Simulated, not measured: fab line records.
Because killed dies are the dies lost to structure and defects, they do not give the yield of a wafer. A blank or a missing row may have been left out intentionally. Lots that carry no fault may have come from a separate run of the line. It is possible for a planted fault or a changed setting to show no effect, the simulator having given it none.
Struck lot and sound lot, side by side || flow n5-finfet || 37 steps out of a route of 1938
Sound: wafers L368.3, L368.4, L368.6. The struck wafers were L382.2, L382.3, L382.4. The cause is named last.
At each step with rows: each side's tool, then ch and its chambers, then its first start. Under that, the readings that differ: sound wafers || struck wafers || difference of the means || sigmas: that difference in standard deviations of wafers without a fault.
alike: a reading whose means differ by less than 2 such deviations, as well as words and numbers matching on both sides. not compared: withheld readings; readings where some wafer has no value; bounds like >300 that might hide an equal value; numbers whose values overlap and for which the record gives no deviation.
Wherever a step has rows on one side only, a row that says differs or no value, or a row with sigmas, the two part there. Numbers that don't overlap but have no deviation are shown without sigmas and don't part them. A reading missing from all wafers of one side parts the sides only when that side holds two or more wafers.

first, 11 steps without rows for these wafers: N5_BEOL_M9_PRECLEAN_42 (cleans in residue remover, time 60 s); N5_BEOL_M9_SRD_43 (time 30 s); N5_BEOL_M9_CURE_72 (cures SiCOH lowk, time 120 s); N5_BEOL_M9_DEGAS_44 (time 60 s); N5_BEOL_M9_PRE_CLEAN_45 (time 30 s); N5_BEOL_M9_ALD_74 (deposits TaN, target thk 2 nm, pulse time 2 s, purge time 3 s); N5_BEOL_M9_SURFACE_TREAT_79; N5_BEOL_M9_CVD_78 (deposits Co from CCTBA/H2, target thk 2 nm, time 138.9 s); N5_BEOL_M9_SPUTTER_48 (material Cu, target thk 12 nm, time 2 s); N5_BEOL_M9_ECD_50 (material Cu, target thk 318 nm); N5_BEOL_M9_ANNEAL_51 (time 90 s).
N5_BEOL_M9_CMP_52: polishes, stops on SiCOH lowk, t overpolish 7 s, target thk 140 nm.
  sound on cmp-03 ch 1,2,3, day 10 21:01; struck on cmp-03 ch 1,2,3, day 14 14:34
  alike: barrier-field-endpoint-s, edge-zone-pressure-frac, motor-current-A, overpolish-run-s, time-to-endpoint-s
then, 2 steps without rows for these wafers: N5_BEOL_M9_PRE_CLEAN_55 (time 15 s); N5_BEOL_M9_DEP_56 (deposits SiCN from 3MS/NH3, target thk 15 nm, time 26.5 s).
N5_BEOL_M9_INSPECT_58: inspects for defects (darkfield).
  sound: defect-inspect-02 at day 10 21:29; struck: defect-inspect-02 at day 14 15:02
{"reading": "raw-defect-count", "sound": "60 61 42", "struck": "515 526 501", "difference": "+460", "sigmas": "+16"}
then, 12 steps without rows for these wafers: N5_BEOL_M10_ILD_DEP_00 (deposits SiCOH lowk from DEMS/porogen, target thk 308.51 nm, time 58 s); N5_BEOL_M10_CURE_71 (cures SiCOH lowk, time 240 s); N5_BEOL_M10_PECVD_70 (deposits SiO2 from TEOS/O2, target thk 20 nm, time 22.7 s); N5_BEOL_M10_HM_DEP_02 (deposits TiN, target thk 20 nm); N5_BEOL_M10_COAT_59 (time 60 s, resist thk 100 nm); N5_BEOL_M10_COAT_60 (time 60 s, resist thk 30 nm); N5_BEOL_M10_COAT_05 (resist thk 90 nm); N5_BEOL_M10_EBR_07; N5_BEOL_M10_SOFTBAKE_06 (time 60 s); N5_BEOL_M10_EXPOSE_08 (exposes mask M10); N5_BEOL_M10_PEB_09 (peb time 60 s); N5_BEOL_M10_DEVELOP_10 (develop time 30 s).
N5_BEOL_M10_INSPECT_13: inspects for defects (brightfield).
  sound: defect-inspect-01 at day 10 23:32; struck: defect-inspect-02 at day 14 18:16
{"reading": "raw-defect-count", "sound": "361 328 310", "struck": "875 949 923", "difference": "+583", "sigmas": "+5"}
then, 7 steps without rows for these wafers: N5_BEOL_M10_DESCUM_16 (chemistry O2, time 7.9 s); N5_BEOL_M10_ETCH_61 (etches SiARC in CF4, target depth 39 nm, time 65 s); N5_BEOL_M10_ETCH_62 (etches SOC in N2/H2, target depth 110 nm, overetch 22 nm, time 165 s); N5_BEOL_M10_STRIP_68 (strips in N2/H2); N5_BEOL_M10_STRIP_67 (strips in CF4); N5_BEOL_M10_HM_OPEN_17 (chemistry Cl2/BCl3, target TiN, target depth 20 nm, overetch 6 nm); N5_BEOL_M10_STRIP_19 (strips in O2).
N5_BEOL_M10_INSPECT_30: inspects for defects (brightfield).
  sound: defect-inspect-02 at day 11 01:20; struck: defect-inspect-02 at day 14 19:44
{"reading": "raw-defect-count", "sound": "344 296 291", "struck": "877 943 957", "difference": "+615", "sigmas": "+6"}
N5_PASSIVATION_PROBE_49:
  sound: prober-01 at day 13 04:52; struck: prober-02 at day 16 19:14
{"reading": "defect-limited-yield (%)", "sound": "92.0 89.7 90.4", "struck": "62.1 62.2 63.1", "difference": -28.2, "sigmas": -19}
{"reading": "killed_at_M0_to_M3", "sound": "43 47 49", "struck": "19 30 29", "difference": -20, "sigmas": -2}
{"reading": "killed_at_M4_up", "sound": "13 24 17", "struck": "365 375 365", "difference": "+350", "sigmas": "+67"}
{"reading": "killed-dies", "sound": "94 122 113", "struck": "447 446 436", "difference": "+333", "sigmas": "+20"}
{"reading": "killed-on-rim", "sound": "14 14 10", "struck": "56 71 52", "difference": "+47", "sigmas": "+11"}
{"reading": "sort_bin_5_function (%)", "sound": "4.1 6.7 5.7", "struck": "20.9 23.2 23.2", "difference": "+16.9", "sigmas": "+17"}
{"reading": "sort_bin_6_memory (%)", "sound": "3.4 3.6 3.6", "struck": "15.1 12.7 11.8", "difference": "+9.7", "sigmas": "+14"}
{"reading": "sort-n-pass", "sound": "1086 1058 1067", "struck": "733 734 744", "difference": -333, "sigmas": -20}
{"reading": "sort-yield-pct (%)", "sound": "92.0 89.7 90.4", "struck": "62.1 62.2 63.1", "difference": -28.2, "sigmas": -19}
  alike: killed-at-contacts, killed-at-front-end, killed-at-other, killed-open, killed-short

## WHERE THEY PART
First at N5_BEOL_M9_INSPECT_58; last, within this record, at N5_PASSIVATION_PROBE_49.

WHY: the cause the simulator had injected
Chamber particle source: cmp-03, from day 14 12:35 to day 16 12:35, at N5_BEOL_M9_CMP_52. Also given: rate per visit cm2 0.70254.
